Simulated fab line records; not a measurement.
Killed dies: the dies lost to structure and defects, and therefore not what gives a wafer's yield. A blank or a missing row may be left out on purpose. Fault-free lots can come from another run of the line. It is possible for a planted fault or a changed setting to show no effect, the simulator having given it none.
8D (eight disciplines) problem report, filled in by code / flow nand harc / the parts of the form that need people (team, actions taken, sign-off) are left out

## 1. PROBLEM STATEMENT
Wafers without a fault read 1.000 a.u., standard deviation 0.01; oes product au at NHARC_A_CHANNEL_HOLE_D1_ETCH_39 reads a mean of 0.869 a.u. on 2 wafers belonging to 2 lots. Relative to the usual mean, that is a shift of -13 standard deviations.
The step: etches the open film in N2/H2, target depth 260 nm, time 325 s.
Seen first at day 12 09:05 on rie diel-06, wafer L543.6. The record has a number at this step for 41 wafers belonging to 14 lots. Rule for "out" (also "out of limits"): further than 4 standard deviations from the usual mean. All remaining wafers that have a number are taken as sound.

## 2. WHAT IT IS, AND WHAT IT ISN'T
question=which readings at this step | is=oes product au | is not=drypump motor current A, mfc ar sccm, rf vpp V, showerhead plenum p Torr, throttle valve pct
question=which lots | is=L543, L545 | is not=L533, L534, L535, L536, L547, L549, L551, L552, L553, L554, L555, L556
question=which wafers of those lots | is=L543.6, L545.6 | is not=L543.3, L545.1, L545.2
question=read on which tools | is=rie diel-06 | is not=rie diel-05, rie diel-09
question=when | is=from day 12 09:05 | is not=up to then (13 sound wafers); but 26 sound wafers of L545, L547, L549, L551, L552, L553, L554, L555, L556 came after

## 3. WHAT RULES OUT EACH SUSPECT
Counting: if a tool at a process step up to the reading ran every lot that is out, it stays a suspect. Sound lots after the first of them don't rule it out here, since some wafers of a struck lot are sound.
- rie diel-06 at NHARC_A_CHANNEL_HOLE_D1_DESCUM_15 (chemistry O2, time 3 s): kept. Every lot that is out went through it, the first being L543 (day 12 08:55); the last sound lot it ran before that was L535 (day 9 17:26).
- rie diel-06 at NHARC_A_CHANNEL_HOLE_D1_ETCH_39 (etches the open film in N2/H2, target depth 260 nm, time 325 s): kept. Every lot that is out went through it, the first being L543 (day 12 09:05); the last sound lot it ran before that was L535 (day 9 17:38). Its own oes product au readings are out on those wafers.
- At NHARC_A_CHANNEL_HOLE_D1_ETCH_39, inside rie diel-06: chamber 2 took the wafers that are out, while their sound lot-mates went through chambers 0, 1, 3.
The count leaves rie diel-06 at NHARC_A_CHANNEL_HOLE_D1_ETCH_39 and rie diel-06 at NHARC_A_CHANNEL_HOLE_D1_DESCUM_15.

## 4. THE CAUSE (what the simulator had put in)
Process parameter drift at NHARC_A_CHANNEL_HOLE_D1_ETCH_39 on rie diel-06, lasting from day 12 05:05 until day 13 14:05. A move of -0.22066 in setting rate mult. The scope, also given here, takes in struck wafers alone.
This tool is one of the 2 suspects left after counting.

## 5. THE CHAIN OF EFFECTS, in route order
Each row: a reading where the mean over the struck wafers with a number is more than 3 standard deviations away from the usual. Readings are gone through only where the record gives a usual standard deviation; hours: the median, over the lots, of the time from a lot's start at the first step in this table giving one to that lot's start at this step; sigmas: the change measured in usual standard deviations.
hours=0; step=NHARC_A_CHANNEL_HOLE_D1_ETCH_39; reading=oes product au; usual=1.000 a.u.; on struck wafers=0.869; change=-0.131; sigmas=-13
It contains these process steps:
- NHARC_A_CHANNEL_HOLE_D1_ETCH_39: etches the open film in N2/H2, target depth 260 nm, time 325 s.

## 6. WHAT WOULD HAVE CAUGHT IT SOONER
In this record the first reading out of limits was taken at day 12 09:05, 4 hours after the fault began at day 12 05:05.
